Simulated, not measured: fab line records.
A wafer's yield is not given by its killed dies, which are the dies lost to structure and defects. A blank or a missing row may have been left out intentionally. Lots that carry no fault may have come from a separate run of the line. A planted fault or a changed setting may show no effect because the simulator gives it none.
fab line records -- flow nandHarc -- part 2 of 2: steps 22 to 28 of 28
record lots=5, wafers=15, lastDay=31
route steps=1302 shown A_STAIRCASE@720
lots that met no fault: from a run of the same line without faults
startH: start of the lot's first displayed wafer, in hours after the record's first day -- waitH: how many hours have passed since the lot's step before this one -- " as in the row above -- L1.1+2: several wafers, shown together as one row -- - either no value or no given start -- * or withheld: withheld -- < > ~ a bound
route shown NAME@n: a module of which the file shows steps, and the number in the route of the first -- usual: average and standard deviation across the fault-free wafers -- same: alike in all rows -- chamber/n: place in a boat -- sites: the reading at each site -- _std_site: standard deviation of those values -- _edge_site: the outer-site mean with the inner-site mean subtracted -- radiusMm: for every site, how far away it sits from the centre of the wafer -- mask NAME#n: copy n -- behind: tool/chamber where the wafer was last shaped -- hold: why the lot went on hold/how many hours it stayed there/how the hold came to an end -- device: whichever transistor did not switch (one of n, p or np) -- end of line: at the end of the route, the tests of the same wafers -- a step given without rows: its recipe and nothing more -- killed: dies that structure and defects cost at the first sort, which is not the same as the wafer's yield -- map: dies across one wafer; x = killed, . = not, _ = none there
set.NAME: setting as actually run; set.NAME@STEP: the setting as run at that earlier step -- model.NAME: the simulator's own value behind a step, which no gauge read
lots at some steps of the route; a table a step, a row a wafer
services: from which hour (startH, from the record's first day; less than 0 if before it) a tool's chamber was out of use, for how many hours, and why
## steps
# step NHARC_A_STAIRCASE_TRIM_229
# recipe timeS=211.2, o2FlowSccm=500, arFlowSccm=0, biasW=0, chemistry=O2
# usual drypumpMotorCurrentA=5.7/0.34, oesProductAu=0.999/0.0093, rfVppV=57.9/0.82, showerheadPlenumPTorr=3.57/0.14, throttleValvePct=17.036/0.0083
lot.wafer,tool,chamber,startH,waitH,drypumpMotorCurrentA,oesProductAu,rfHoursCounterH,rfVppV,showerheadPlenumPTorr,throttleValvePct
L075.3,rieDiel-06,0,371.29,0.1,5.2,0.995,20,57.1,3.40,17.019
L075.1,rieDiel-06,2,371.29,0.1,6.2,0.984,22,58.8,3.55,17.035
L075.6,rieDiel-06,3,371.29,0.1,5.3,1.008,-,58.5,3.52,17.031
L078.2,rieDiel-06,0,401.39,0.1,5.3,1.004,31,57.4,3.40,17.031
L078.6,rieDiel-06,3,401.39,0.1,5.3,0.992,-,56.9,3.52,17.037
L078.5,rieDiel-06,0,401.39,0.1,5.3,1.002,-,57.5,3.40,17.040
L086.4,rieDiel-06,0,474.82,0.1,5.3,1.016,49,57.9,3.39,17.038
L086.1,rieDiel-06,1,474.82,0.1,5.6,0.995,48,58.1,3.27,17.043
L086.3,rieDiel-06,3,474.82,0.1,5.3,1.003,45,57.1,3.51,17.027
L090.1,rieDiel-01,1,522.60,0.1,6.0,0.991,35,57.8,3.55,17.026
L090.4,rieDiel-01,0,522.60,0.1,5.4,1.009,44,59.2,3.75,17.030
L090.5,rieDiel-01,2,522.60,0.1,5.5,1.005,-,56.0,3.47,17.028
L091.1,rieDiel-01,0,541.13,0.1,5.4,0.990,53,59.2,3.74,17.055
L091.2,rieDiel-01,1,541.13,0.1,6.0,0.991,43,58.4,3.54,17.038
L091.6,rieDiel-01,1,541.13,0.1,6.0,0.992,-,58.1,3.54,17.029
# step NHARC_A_STAIRCASE_ETCH_230
# recipe targetDepthA=1000, timeS=40.5, ionEnergyEv=400, c4f8FlowSccm=20, o2FlowSccm=10, arFlowSccm=withheld, rfW=600, biasW=1000, chemistry=C4F8/O2
# usual oesProductAu=0.945/0.015, rfVppV=897/4.7
lot.wafer,tool,chamber,startH,waitH,oesProductAu,rfHoursCounterH,rfVppV
L075.3,rieDiel-06,0,-,-,0.923,20,890
L075.1,rieDiel-06,2,-,-,0.912,22,898
L075.6,rieDiel-06,2,-,-,0.900,-,896
L078.2,rieDiel-06,3,-,-,0.968,26,895
L078.5,rieDiel-06,0,-,-,0.960,-,892
L078.6,rieDiel-06,1,-,-,0.974,-,887
L086.4,rieDiel-06,1,-,-,0.935,48,886
L086.1,rieDiel-06,3,-,-,0.951,45,895
L086.3,rieDiel-06,0,-,-,0.961,50,891
L090.1,rieDiel-01,3,-,-,0.944,42,903
L090.4,rieDiel-01,0,-,-,0.955,44,904
L090.5,rieDiel-01,3,-,-,0.943,-,903
L091.1,rieDiel-01,2,-,-,0.926,55,893
L091.2,rieDiel-01,3,-,-,0.930,52,901
L091.6,rieDiel-01,3,-,-,0.935,-,903
# step NHARC_A_STAIRCASE_TRIM_231
# recipe timeS=211.2, o2FlowSccm=500, arFlowSccm=0, biasW=0, chemistry=O2
# usual drypumpMotorCurrentA=5.7/0.34, oesProductAu=0.998/0.01, rfVppV=57.9/0.96, showerheadPlenumPTorr=3.56/0.13, throttleValvePct=17.037/0.0091
lot.wafer,tool,chamber,startH,waitH,drypumpMotorCurrentA,oesProductAu,rfHoursCounterH,rfVppV,showerheadPlenumPTorr,throttleValvePct
L075.1,rieDiel-06,2,-,-,6.3,0.979,22,58.1,3.55,17.037
L075.3,rieDiel-06,3,-,-,5.3,0.988,16,58.3,3.52,17.046
L075.6,rieDiel-06,3,-,-,5.3,0.994,-,57.3,3.52,17.025
L078.2,rieDiel-06,2,-,-,6.3,0.991,30,56.7,3.55,17.039
L078.5,rieDiel-06,0,-,-,5.3,0.993,-,56.0,3.40,17.046
L078.6,rieDiel-06,1,-,-,5.6,0.997,-,57.4,3.28,17.045
L086.3,rieDiel-06,2,-,-,6.2,0.990,50,58.1,3.54,17.024
L086.1,rieDiel-06,3,-,-,5.3,1.012,45,58.4,3.51,17.032
L086.4,rieDiel-06,0,-,-,5.3,1.006,50,59.3,3.39,17.035
L090.1,rieDiel-01,2,-,-,5.5,0.994,47,57.9,3.47,17.031
L090.4,rieDiel-01,3,-,-,6.1,0.993,42,58.0,3.72,17.024
L090.5,rieDiel-01,1,-,-,6.0,0.981,-,57.4,3.54,17.037
L091.1,rieDiel-01,2,-,-,5.5,0.996,55,57.4,3.46,17.038
L091.2,rieDiel-01,0,-,-,5.4,1.005,54,58.3,3.74,17.043
L091.6,rieDiel-01,2,-,-,5.5,0.998,-,58.4,3.46,17.031
# step NHARC_A_STAIRCASE_ETCH_232
# recipe targetDepthA=1000, timeS=40.5, ionEnergyEv=400, c4f8FlowSccm=20, o2FlowSccm=10, arFlowSccm=withheld, rfW=600, biasW=1000, chemistry=C4F8/O2
# usual oesProductAu=0.941/0.011, rfVppV=897/4.9
lot.wafer,tool,chamber,startH,waitH,oesProductAu,rfHoursCounterH,rfVppV
L075.1,rieDiel-06,0,-,-,0.943,20,890
L075.3,rieDiel-06,3,-,-,0.933,16,895
L075.6,rieDiel-06,3,-,-,0.935,-,896
L078.2,rieDiel-06,0,-,-,0.946,31,891
L078.6,rieDiel-06,1,-,-,0.942,-,887
L078.5,rieDiel-06,2,-,-,0.943,-,897
L086.4,rieDiel-06,1,-,-,0.938,48,886
L086.1,rieDiel-06,2,-,-,0.934,50,896
L086.3,rieDiel-06,3,-,-,0.953,45,895
L090.4,rieDiel-01,2,-,-,0.938,47,895
L090.1,rieDiel-01,0,-,-,0.943,44,905
L090.5,rieDiel-01,1,-,-,0.932,-,897
L091.1,rieDiel-01,0,-,-,0.936,54,905
L091.2,rieDiel-01,2,-,-,0.933,55,893
L091.6,rieDiel-01,0,-,-,0.929,-,902
# step NHARC_A_STAIRCASE_TRIM_233
# recipe timeS=211.2, o2FlowSccm=500, arFlowSccm=0, biasW=0, chemistry=O2
# usual drypumpMotorCurrentA=5.7/0.34, oesProductAu=0.999/0.01, rfVppV=57.9/0.87, showerheadPlenumPTorr=3.56/0.14, throttleValvePct=17.037/0.0098
lot.wafer,tool,chamber,startH,waitH,drypumpMotorCurrentA,oesProductAu,rfHoursCounterH,rfVppV,showerheadPlenumPTorr,throttleValvePct
L075.1,rieDiel-06,0,-,-,5.2,1.005,20,57.1,3.40,17.037
L075.3,rieDiel-06,2,-,-,6.2,0.993,22,58.2,3.55,17.044
L075.6,rieDiel-06,3,-,-,5.3,1.001,-,59.0,3.52,17.043
L078.2,rieDiel-06,1,-,-,5.6,0.998,30,56.9,3.28,17.037
L078.5,rieDiel-06,1,-,-,5.6,1.000,-,58.1,3.28,17.043
L078.6,rieDiel-06,3,-,-,5.3,1.011,-,57.9,3.52,17.020
L086.4,rieDiel-06,1,-,-,5.6,1.009,49,56.2,3.27,17.037
L086.3,rieDiel-06,2,-,-,6.2,0.985,50,58.1,3.54,17.035
L086.1,rieDiel-06,0,-,-,5.3,0.997,50,57.6,3.39,17.041
L090.1,rieDiel-01,2,-,-,5.5,1.007,47,57.2,3.47,17.048
L090.4,rieDiel-01,1,-,-,6.0,1.005,35,58.4,3.54,17.027
L090.5,rieDiel-01,3,-,-,6.1,1.000,-,58.6,3.72,17.037
L091.1,rieDiel-01,1,-,-,6.0,0.984,43,57.9,3.54,17.045
L091.2,rieDiel-01,3,-,-,6.1,0.994,52,58.6,3.71,17.044
L091.6,rieDiel-01,1,-,-,6.0,0.991,-,56.9,3.54,17.026
# step NHARC_A_STAIRCASE_ETCH_234
# recipe targetDepthA=1000, timeS=40.5, ionEnergyEv=400, c4f8FlowSccm=20, o2FlowSccm=10, arFlowSccm=withheld, rfW=600, biasW=1000, chemistry=C4F8/O2
# usual oesProductAu=0.944/0.012, rfVppV=897/4.6
lot.wafer,tool,chamber,startH,waitH,oesProductAu,rfHoursCounterH,rfVppV
L075.3,rieDiel-06,3,-,-,0.938,16,897
L075.1,rieDiel-06,2,-,-,0.923,22,897
L075.6,rieDiel-06,0,-,-,0.949,-,892
L078.2,rieDiel-06,3,-,-,0.948,26,895
L078.5,rieDiel-06,0,-,-,0.942,-,891
L078.6,rieDiel-06,1,-,-,0.942,-,887
L086.1,rieDiel-06,3,-,-,0.950,45,897
L086.4,rieDiel-06,0,-,-,0.956,50,891
L086.3,rieDiel-06,1,-,-,0.942,49,885
L090.1,rieDiel-01,3,-,-,0.923,43,901
L090.4,rieDiel-01,1,-,-,0.941,35,898
L090.5,rieDiel-01,3,-,-,0.924,-,902
L091.1,rieDiel-01,3,-,-,0.935,52,904
L091.2,rieDiel-01,0,-,-,0.939,54,902
L091.6,rieDiel-01,1,-,-,0.924,-,897
# step NHARC_A_STAIRCASE_TRIM_235
# recipe timeS=211.2, o2FlowSccm=500, arFlowSccm=0, biasW=0, chemistry=O2
# usual drypumpMotorCurrentA=5.7/0.34, oesProductAu=0.998/0.01, rfVppV=57.9/0.89, showerheadPlenumPTorr=3.56/0.13, throttleValvePct=17.035/0.0095
lot.wafer,tool,chamber,startH,waitH,drypumpMotorCurrentA,oesProductAu,rfHoursCounterH,rfVppV,showerheadPlenumPTorr,throttleValvePct
L075.3,rieDiel-06,0,-,-,5.3,1.007,21,57.3,3.40,17.033
L075.1,rieDiel-06,2,-,-,6.3,0.982,22,56.9,3.55,17.029
L075.6,rieDiel-06,3,-,-,5.3,1.004,-,57.3,3.52,17.048
L078.2,rieDiel-06,3,-,-,5.3,1.002,26,57.0,3.52,17.044
L078.6,rieDiel-06,3,-,-,5.3,1.000,-,57.5,3.52,17.036
L078.5,rieDiel-06,1,-,-,5.6,1.000,-,59.0,3.28,17.035
L086.1,rieDiel-06,3,-,-,5.3,1.004,45,59.4,3.51,17.042
L086.3,rieDiel-06,1,-,-,5.6,1.008,49,58.0,3.27,17.043
L086.4,rieDiel-06,2,-,-,6.2,1.001,50,57.6,3.54,17.038
L090.1,rieDiel-01,3,-,-,6.1,0.993,43,60.6,3.72,17.037
L090.4,rieDiel-01,1,-,-,6.0,0.990,35,57.6,3.54,17.009
L090.5,rieDiel-01,3,-,-,6.1,0.993,-,57.8,3.72,17.034
L091.2,rieDiel-01,1,-,-,6.0,0.987,44,57.2,3.54,17.036
L091.1,rieDiel-01,2,-,-,5.5,0.998,55,57.0,3.46,17.028
L091.6,rieDiel-01,2,-,-,5.5,1.004,-,57.9,3.46,17.043
## services
tool,chamber,startH,hours,kind
wetBench-09,-,352.80,8.0,pm
rieDiel-01,3,354.00,1.6,repair
rieDiel-01,0,359.89,-,clean
rieDiel-06,1,370.89,3.9,repair
rieDiel-01,0,373.04,3.4,repair
krfScanner-02,-,376.58,0.9,repair
rieDiel-01,-,380.82,9.0,pm
rieDiel-06,-,389.19,0.8,repair
krfScanner-03,-,396.00,4.0,pm
rieDiel-06,2,401.85,4.8,repair
lithoTrack-02,-,402.00,7.0,pm
wetBench-04,-,403.20,8.0,pm
krfScanner-01,-,428.67,2.2,repair
rieDiel-06,0,429.63,4.8,repair
krfScanner-02,-,438.00,4.0,pm
lithoTrack-03,-,450.00,7.0,pm
lithoTrack-05,-,474.00,7.0,pm
wetBench-07,-,475.78,1.7,repair
krfScanner-01,-,484.00,4.0,pm
rieDiel-06,-,484.70,9.0,pm
krfScanner-02,-,489.31,1.3,repair
wetBench-07,-,516.37,8.0,pm
rieDiel-13,-,519.00,9.0,pm
wetBench-09,-,528.80,8.0,pm
